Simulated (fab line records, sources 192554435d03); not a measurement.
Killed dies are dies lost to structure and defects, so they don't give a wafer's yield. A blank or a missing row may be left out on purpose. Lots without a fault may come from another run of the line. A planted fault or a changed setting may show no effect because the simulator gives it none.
Chamber matching | flow n5_finfet | N5_PASSIVATION_DESCUM_12 on rie_diel-05: 4 sister chambers
The step chemistry O2, time 7.9 s. 14 wafers are shown with their chamber, then 7 later ones without.

WAFERS WITH THEIR CHAMBER
wafer  | chamber | drypump_motor_current_A (A) | oes_product_au (a.u.) | throttle_valve_pct (%)
L490.1 | 3       | 5.5                         | 0.73                  | 20.60
L490.2 | 0       | 6.4                         | 0.98                  | 20.44
L490.3 | 2       | 6.4                         | 0.66                  | 20.83
L494.1 | 3       | 5.5                         | 0.71                  | 20.62
L494.2 | 0       | 6.5                         | 0.95                  | 20.44
L494.3 | 0       | 6.5                         | 0.95                  | 20.44
L497.1 | 1       | 5.0                         | 0.69                  | 20.31
L497.2 | 3       | 5.5                         | 0.71                  | 20.63
L497.6 | 3       | 5.5                         | 0.71                  | 20.61
L498.2 | 1       | 5.0                         | 0.68                  | 20.32
L498.5 | 2       | 6.4                         | 0.99                  | 20.43
L498.6 | 1       | 5.0                         | 0.69                  | 20.31
L500.1 | 2       | 6.4                         | 0.94                  | 20.46
L500.3 | 3       | 5.5                         | 0.71                  | 20.64

SIGNATURES (means of the wafers above)
reading                 | chamber 0 | chamber 1 | chamber 2 | chamber 3 | scatter within a chamber
drypump_motor_current_A | 6.467     | 5.000     | 6.400     | 5.500     | 0.0258
oes_product_au          | 0.9600    | 0.6867    | 0.8633    | 0.7140    | 0.0802
throttle_valve_pct      | 20.4400   | 20.3133   | 20.5733   | 20.6200   | 0.1
Rule: a wafer's distance from a chamber is the root of the sum, over the readings, of the square of ((its reading less the chamber's mean) divided by the reading's scatter). The wafer belongs to the nearest chamber; if the next one is less than 2 further off, it can't be placed. The scatter: the root of (the sum of the squares of (reading less its chamber's mean) over the shown wafers, divided by (wafers less chambers)).

WAFERS WITHOUT THEIR CHAMBER
wafer  | drypump_motor_current_A (A) | oes_product_au (a.u.) | throttle_valve_pct (%)
L500.6 | 5.5                         | 0.69                  | 20.63
L502.2 | 5.0                         | 1.03                  | 19.94
L502.5 | 6.3                         | 0.93                  | 20.45
L502.6 | 5.0                         | 1.05                  | 19.94
L511.1 | 5.5                         | 0.69                  | 20.68
L511.4 | 6.4                         | 0.88                  | 20.48
L511.6 | 6.4                         | 0.87                  | 20.53

WHICH CHAMBER EACH WENT THROUGH
wafer  | from the rows above     | in truth
L500.6 | 3                       | 3
L502.2 | 1                       | 1
L502.5 | 2                       | 2
L502.6 | 1                       | 1
L511.1 | 3                       | 3
L511.4 | can't be placed: 2 or 0 | 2
L511.6 | 2                       | 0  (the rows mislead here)
Placed correctly: 5 of 7. Can't be placed from these rows: 1 (the true chamber is among the candidates in 1). Placed wrongly: 1.
